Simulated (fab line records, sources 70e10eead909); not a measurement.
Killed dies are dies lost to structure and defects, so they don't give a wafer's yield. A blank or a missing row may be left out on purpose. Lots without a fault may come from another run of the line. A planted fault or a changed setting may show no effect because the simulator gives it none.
A struck lot beside a sound one | flow nand_harc | 14 steps out of a route of 1302
Sound: wafers L452.1, L452.2, L452.3. Struck: wafers L458.4, L458.5, L458.6. The cause comes at the end.
At each step with rows: each side's tool, then ch and its chambers, then its first start. Under that, the readings that differ: sound wafers | struck wafers | difference of the means | sigmas: that difference in standard deviations of wafers without a fault.
alike: readings whose means differ by less than 2 such deviations, and words and numbers that are the same on both sides. not compared: withheld readings, readings that some wafer has no value for, bounds like >300 that may hide the same value, and numbers for which the record gives no deviation and whose values overlap.
The two part at a step that has a row with sigmas, a row that says differs or no value, or rows on one side only. Numbers that don't overlap but have no deviation are shown without sigmas and don't part them. A reading that every wafer of one side lacks parts them only if that side has two wafers or more.

NHARC_A_CHANNEL_HOLE_D2_STRIP_28: strips in O2.
  sound on rie_diel-11 ch 0,1,3; struck on rie_diel-04 ch 0,3
  alike: drypump_motor_current_A, oes_product_au, rf_vpp_V, showerhead_plenum_p_Torr, throttle_valve_pct
  not compared: rf_hours_counter_h
then, 2 steps without rows for these wafers: NHARC_A_CHANNEL_HOLE_D2_PRECLEAN_29 (cleans in SC1); NHARC_A_CHANNEL_HOLE_D2_SRD_30.
NHARC_A_CHANNEL_HOLE_D2_CD_MEAS_31:
  sound on cd_sem-02, day 13 11:02; struck on cd_sem-02, day 15 12:32
  alike: cd_nm
NHARC_A_CHANNEL_HOLE_D2_XSEM_32:
  sound on xsem-02 ch 0, day 13 11:07; struck on xsem-01 ch 0, day 15 12:37
  alike: bot_cd_nm, bow_nm, tilt_deg
NHARC_A_CHANNEL_HOLE_D2_INSPECT_40:
  sound on defect_inspect-02, day 13 11:13; struck on defect_inspect-02, day 15 12:43
  alike: raw_defect_count
then, 2 steps without rows for these wafers: NHARC_A_CHANNEL_FILL_D2_PRECLEAN_00 (cleans in SC1); NHARC_A_CHANNEL_FILL_D2_SRD_01.
NHARC_A_CHANNEL_FILL_D2_ALD_02: deposits SiO2, target thk 6 nm, pulse time 10 s, ald cycles 60.
  sound on ald_hk-03 ch 0,1,3, day 13 12:17; struck on ald_hk-03 ch 0,1,2, day 15 13:05
  alike: ald_cycles, heater_power_w, precursor_pulse_height_rel
  not compared: since_wet_clean_h
then, 1 step without rows for these wafers: NHARC_A_CHANNEL_FILL_D2_ALD_03 (deposits SiNx, target thk 6 nm, pulse time 60 s, ald cycles 58).
NHARC_A_CHANNEL_FILL_D2_ALD_14: deposits SiO2, target thk 2.5 nm, pulse time 10 s, ald cycles 25.
  sound on ald_hk-02 ch 1,2,3, day 13 19:13; struck on ald_hk-04 ch 0,3, day 15 20:05
  alike: ald_cycles, heater_power_w, precursor_pulse_height_rel
  not compared: since_wet_clean_h
NHARC_A_CHANNEL_FILL_D2_ALD_15: deposits SiNx, target thk 2 nm, pulse time 60 s, ald cycles 19.
  sound on ald_sin_batch-02 ch 0; struck on ald_sin_batch-01 ch 0
  alike: ald_cycles, precursor_pulse_height_rel
NHARC_A_CHANNEL_FILL_D2_ALD_16: deposits SiO2, target thk 1.5 nm, pulse time 10 s, ald cycles 15.
  sound on ald_hk-04 ch 0,2,3, day 14 00:24; struck on ald_hk-03 ch 1,2, day 16 01:16
  reading    | sound    | struck   | difference | sigmas
  ald_cycles | 15 15 15 | 13 13 13 | -2         |
  alike: heater_power_w, precursor_pulse_height_rel
  not compared: since_wet_clean_h
then, 1 step without rows for these wafers: NHARC_A_CHANNEL_FILL_D2_ANNEAL_17 (time 1800 s).

WHERE THEY PART
Nowhere in this record.

WHY: what the simulator had put in
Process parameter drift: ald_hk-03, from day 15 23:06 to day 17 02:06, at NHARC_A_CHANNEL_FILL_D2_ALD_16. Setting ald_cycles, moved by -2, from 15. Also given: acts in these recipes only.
